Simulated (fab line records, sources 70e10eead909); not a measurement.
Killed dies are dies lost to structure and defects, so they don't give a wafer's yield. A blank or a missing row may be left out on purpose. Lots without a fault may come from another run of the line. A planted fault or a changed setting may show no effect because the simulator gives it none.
A struck lot beside a sound one | flow nand_harc | 13 steps out of a route of 1159
Sound: wafers L238.1, L238.3, L238.4. Struck: wafers L248.1, L248.4. (L248.3 of the same lot was not struck and is left out.) The cause comes at the end.
At each step with rows: each side's tool, then ch and its chambers, then its first start. Under that, the readings that differ: sound wafers | struck wafers | difference of the means | sigmas: that difference in standard deviations of wafers without a fault.
alike: readings whose means differ by less than 2 such deviations, and words and numbers that are the same on both sides. not compared: withheld readings, readings that some wafer has no value for, bounds like >300 that may hide the same value, and numbers for which the record gives no deviation and whose values overlap.
The two part at a step that has a row with sigmas, a row that says differs or no value, or rows on one side only. Numbers that don't overlap but have no deviation are shown without sigmas and don't part them. A reading that every wafer of one side lacks parts them only if that side has two wafers or more.

first, 1 step without rows for these wafers: NHARC_A_SLIT_SRD_20.
NHARC_A_SLIT_CD_MEAS_21:
  sound on cd_sem-02, day 15 11:26; struck on cd_sem-01, day 18 02:43
  alike: cd_nm
then, 3 steps without rows for these wafers: NHARC_A_SIN_REMOVE_WET_00 (chemistry H3PO4, time 15300 s); NHARC_A_SIN_REMOVE_PRECLEAN_01 (cleans in SC1); NHARC_A_SIN_REMOVE_SRD_02.
NHARC_A_SIN_REMOVE_INSPECT_04:
  sound on defect_inspect-01, day 15 17:32; struck on defect_inspect-01, day 18 10:21
  alike: raw_defect_count
NHARC_A_WL_FILL_ALD_00: deposits Al2O3, target thk 3 nm, pulse time 3 s, ald cycles 30.
  sound on ald_hk-02 ch 0,1,3, day 15 17:46; struck on ald_hk-03 ch 0,1, day 18 10:25
  alike: heater_power_w, precursor_pulse_height_rel
NHARC_A_WL_FILL_RTA_01: time 5 s.
  sound on rtp_anneal-01 ch 0, day 15 18:02; struck on rtp_anneal-01 ch 0, day 18 10:41
  alike: lamp_power_pct, wafer_temp_C_max
NHARC_A_WL_FILL_ALD_02: deposits TiN, target thk 2 nm, pulse time 3 s, ald cycles 100.
  sound on ald_metal-03 ch 1,2,3, day 15 18:15; struck on ald_metal-04 ch 0,2, day 18 10:58
  alike: heater_power_w, precursor_pulse_height_rel
NHARC_A_WL_FILL_CVD_03: deposits W, target thk 40 nm, time 3302 s.
  sound on cvd_w-02 ch 0,1, day 15 20:59; struck on cvd_w-01 ch 0,1, day 18 12:49
  alike: heater_power_w, throttle_valve_pct
NHARC_A_WL_FILL_ETCHBACK_04: etches the open film in NF3, target depth 60 nm, time 120 s.
  sound on rie_metal-01 ch 0,1, day 15 23:53; struck on rie_metal-01 ch 0, day 18 16:09
  reading               | sound             | struck      | difference | sigmas
  oes_product_au (a.u.) | 0.997 0.991 1.004 | 0.722 0.718 | -0.277     | -25
  alike: drypump_motor_current_A
  not compared: rf_hours_counter_h
NHARC_A_WL_FILL_ETCHBACK_05: etches the open film in Cl2/BCl3, target depth 22 nm, time 60 s.
  sound on rie_metal-01 ch 0,1, day 16 00:06; struck on rie_metal-01 ch 0,1, day 18 16:25
  alike: drypump_motor_current_A, oes_product_au
  not compared: rf_hours_counter_h
-- the record jumps here: 5 days lie between the struck wafers' starts before and after (it left off in module A_WL_FILL and takes up again in module END, whose first step shown is number 1159 of the route) --
NHARC_END_SORT_01:
  the record has rows for the struck wafers here (prober-01 ch 0, day 23 16:07) and none for the sound ones

WHERE THEY PART
First at NHARC_A_WL_FILL_ETCHBACK_04; last, within this record, at NHARC_END_SORT_01.

WHY: what the simulator had put in
Process parameter drift: rie_metal-01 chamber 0, from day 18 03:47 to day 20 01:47, at NHARC_A_WL_FILL_ETCHBACK_04. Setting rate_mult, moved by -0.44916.
